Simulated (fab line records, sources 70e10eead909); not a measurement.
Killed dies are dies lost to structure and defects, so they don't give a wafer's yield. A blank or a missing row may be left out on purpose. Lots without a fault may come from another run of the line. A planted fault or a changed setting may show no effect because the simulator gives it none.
Which tool did it? | flow nand_harc | 11 lots, 33 wafers sampled, at 3 steps of a route of 1302

WHAT THE GAUGES READ, wafer by wafer
NHARC_A_CHANNEL_HOLE_D1_CD_MEAS_18.
lot  | measured     | on        | cd_nm (nm)
L075 | day 8 13:44  | cd_sem-03 | 101.4 100.9 102.9
L077 | day 10 02:45 | cd_sem-02 | 102.6 96.4 98.5
L079 | day 10 06:19 | cd_sem-02 | 101.7 100.2 96.1
L081 | day 11 11:49 | cd_sem-01 | 99.9 103.5 100.1
L083 | day 12 02:30 | cd_sem-03 | 103.7 100.4 96.6
L085 | day 13 11:42 | cd_sem-03 | 103.0 99.4 95.6
L087 | day 13 23:27 | cd_sem-01 | 100.2 93.6 100.4
L089 | day 14 14:40 | cd_sem-01 | 103.8 96.8 98.9
L091 | day 15 09:20 | cd_sem-02 | 101.6 99.6 98.0
L093 | day 16 08:11 | cd_sem-01 | 99.2 94.8 96.2
L095 | day 17 16:04 | cd_sem-02 | 98.8 94.3 94.4

WHICH TOOL RAN EACH LOT (tool, then ch and the chambers of the sampled wafers, then the start)
lot  | NHARC_P_BONDPAD_DESCUM_11          | NHARC_A_CHANNEL_HOLE_D1_ETCH_34
L075 | rie_diel-01 ch 1,2,3, day 6 20:12  | rie_diel-12 ch 2,3, day 8 13:44 or earlier
L077 | rie_diel-01 ch 2,3, day 8 00:41    | rie_diel-10 ch 1,2, day 10 02:45 or earlier
L079 | rie_diel-01 ch 0,1,2, day 8 10:55  | rie_diel-10 ch 0,3, day 10 06:19 or earlier
L081 | rie_diel-07 ch 1,2,3, day 9 13:39  | rie_diel-12 ch 1,2,3, day 11 11:49 or earlier
L083 | rie_diel-01 ch 0,1,3, day 10 07:50 | rie_diel-10 ch 1,2,3, day 12 02:30 or earlier
L085 | rie_diel-01 ch 0,2,3, day 11 13:57 | rie_diel-10 ch 0,1, day 13 11:42 or earlier
L087 | rie_diel-01 ch 0,3, day 11 23:51   | rie_diel-10 ch 0,3, day 13 23:27 or earlier
L089 | rie_diel-05 ch 0,2,3, day 12 17:19 | rie_diel-02 ch 0,1,2, day 14 14:40 or earlier
L091 | rie_diel-01 ch 0, day 13 15:50     | rie_diel-10 ch 0,1,3, day 15 09:20 or earlier
L093 | rie_diel-05 ch 0,1,2, day 14 13:50 | rie_diel-10 ch 1,2,3, day 16 08:11 or earlier
L095 | rie_diel-05 ch 0,2,3, day 15 19:14 | rie_diel-10 ch 0,1,3, day 17 16:04 or earlier
- NHARC_P_BONDPAD_DESCUM_11: chemistry O2, time 3 s.
- NHARC_A_CHANNEL_HOLE_D1_ETCH_34: etches the open film in CF4/CHF3, target depth 154 nm, time 77 s.

THE ANSWER, worked out from the rows above alone
Rule: what is usual is taken from the lots themselves. Put in order of their means at a reading, lots are off if they are a third of the lots or fewer, leave a main group of 4 or more, and stand apart from it by a gap of 3 or more times the standard deviation of the main group's means; of several such gaps the widest counts. A main group whose means are all the same, to the digits that the tables above print for the reading, isn't used. A lot without any number at a reading at which 4 lots or more have one is off too. The other lots that the step has rows for count as sound.
No lot is off at any reading shown: from this, nothing can be told.

WHAT THE SIMULATOR HAD PUT IN
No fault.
